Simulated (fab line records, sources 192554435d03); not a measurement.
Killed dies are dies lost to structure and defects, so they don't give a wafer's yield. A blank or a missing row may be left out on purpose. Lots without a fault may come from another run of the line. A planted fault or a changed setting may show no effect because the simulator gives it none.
Chamber matching | flow n5_finfet | N5_BEOL_M7_DESCUM_33 on rie_diel-04: 4 sister chambers
The step chemistry O2, time 7 s. 14 wafers are shown with their chamber, then 7 later ones without.

WAFERS WITH THEIR CHAMBER
wafer  | chamber | showerhead_plenum_p_Torr (Torr) | rf_vpp_V (V) | throttle_valve_pct (%)
L074.4 | 1       | 2.15                            | 243.3        | 20.45
L074.5 | 1       | 2.15                            | 243.5        | 20.45
L074.6 | 0       | 2.14                            | 244.3        | 20.88
L078.2 | 3       | 2.05                            | 240.9        | 20.32
L078.3 | 2       | 1.99                            | 241.0        | 20.31
L078.6 | 1       | 2.14                            | 244.8        | 20.47
L083.2 | 1       | 2.14                            | 244.5        | 20.50
L083.5 | 1       | 2.14                            | 244.0        | 20.49
L083.6 | 0       | 2.14                            | 244.7        | 20.51
L084.1 | 3       | 2.04                            | 241.5        | 20.37
L084.3 | 1       | 2.14                            | 243.2        | 20.49
L084.6 | 3       | 2.04                            | 242.4        | 20.35
L088.1 | 0       | 2.13                            | 244.7        | 20.51
L088.4 | 1       | 2.13                            | 243.0        | 20.50

SIGNATURES (means of the wafers above)
reading                  | chamber 0 | chamber 1 | chamber 2 | chamber 3 | scatter within a chamber
showerhead_plenum_p_Torr | 2.1367    | 2.1414    | 1.9900    | 2.0433    | 0.00647
rf_vpp_V                 | 244.567   | 243.757   | 241.000   | 241.600   | 0.641
throttle_valve_pct       | 20.6333   | 20.4786   | 20.3100   | 20.3467   | 0.0977
Rule: a wafer's distance from a chamber is the root of the sum, over the readings, of the square of ((its reading less the chamber's mean) divided by the reading's scatter). The wafer belongs to the nearest chamber; if the next one is less than 2 further off, it can't be placed. The scatter: the root of (the sum of the squares of (reading less its chamber's mean) over the shown wafers, divided by (wafers less chambers)).

WAFERS WITHOUT THEIR CHAMBER
wafer  | showerhead_plenum_p_Torr (Torr) | rf_vpp_V (V) | throttle_valve_pct (%)
L088.5 | 2.13                            | 244.3        | 20.53
L090.2 | 2.13                            | 244.6        | 20.50
L090.3 | 2.13                            | 244.3        | 20.50
L090.6 | 2.04                            | 241.5        | 20.38
L091.4 | 2.13                            | 243.0        | 20.52
L091.5 | 2.04                            | 242.6        | 20.38
L091.6 | 2.13                            | 242.6        | 20.52

WHICH CHAMBER EACH WENT THROUGH
wafer  | from the rows above     | in truth
L088.5 | can't be placed: 0 or 1 | 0
L090.2 | can't be placed: 0 or 1 | 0
L090.3 | can't be placed: 0 or 1 | 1
L090.6 | 3                       | 3
L091.4 | can't be placed: 1 or 0 | 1
L091.5 | 3                       | 3
L091.6 | can't be placed: 1 or 0 | 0
Placed correctly: 2 of 7. Can't be placed from these rows: 5 (the true chamber is among the candidates in 5). Placed wrongly: 0.
